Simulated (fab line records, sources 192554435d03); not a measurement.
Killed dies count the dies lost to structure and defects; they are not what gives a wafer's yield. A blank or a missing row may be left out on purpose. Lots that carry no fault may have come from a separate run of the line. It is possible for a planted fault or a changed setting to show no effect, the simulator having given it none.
Chamber matching / flow n5_finfet / N5_BEOL_M7_STRIP_19 on rie_diel-02: 4 sister chambers
The step strips in O2. 4 wafers are shown with their chamber, then 10 later ones without.

== WAFERS PAIRED WITH THEIR CHAMBERS ==
wafer=L081.3; chamber=0; drypump_motor_current_A (A)=5.0
wafer=L081.4; chamber=3; drypump_motor_current_A (A)=6.0
wafer=L083.1; chamber=2; drypump_motor_current_A (A)=5.6
wafer=L083.3; chamber=1; drypump_motor_current_A (A)=6.4

== WAFERS WITHOUT THEIR CHAMBER ==
wafer=L083.5; drypump_motor_current_A (A)=5.6
wafer=L090.4; drypump_motor_current_A (A)=6.0
wafer=L090.5; drypump_motor_current_A (A)=5.0
wafer=L090.6; drypump_motor_current_A (A)=6.0
wafer=L091.2; drypump_motor_current_A (A)=5.0
wafer=L091.4; drypump_motor_current_A (A)=6.0
wafer=L091.6; drypump_motor_current_A (A)=5.5
wafer=L097.1; drypump_motor_current_A (A)=6.4
wafer=L097.2; drypump_motor_current_A (A)=5.6
wafer=L097.4; drypump_motor_current_A (A)=5.0

== EACH ONE'S CHAMBER ==
wafer=L083.5; from the rows above=2; in truth=2
wafer=L090.4; from the rows above=3; in truth=3
wafer=L090.5; from the rows above=0; in truth=0
wafer=L090.6; from the rows above=3; in truth=3
wafer=L091.2; from the rows above=0; in truth=0
wafer=L091.4; from the rows above=3; in truth=3
wafer=L091.6; from the rows above=2; in truth=2
wafer=L097.1; from the rows above=1; in truth=1
wafer=L097.2; from the rows above=2; in truth=2
wafer=L097.4; from the rows above=0; in truth=0
Correct placement for 10 of the 10. Left unplaced by these rows: 0. Number placed wrongly: 0.
How it was worked out, from the rows above alone: a wafer's distance from a chamber is the root of the sum, over the readings, of the square of ((its reading less the chamber's mean) divided by the reading's scatter). If the next closest chamber is less than 2 further off than the closest, the wafer can't be placed; otherwise it belongs to the closest. For every chamber, the mean is computed from those of its wafers that are shown. The scatter: with one shown wafer a chamber, the root of the mean of the squares of how far each hidden wafer lies from its nearest shown one.
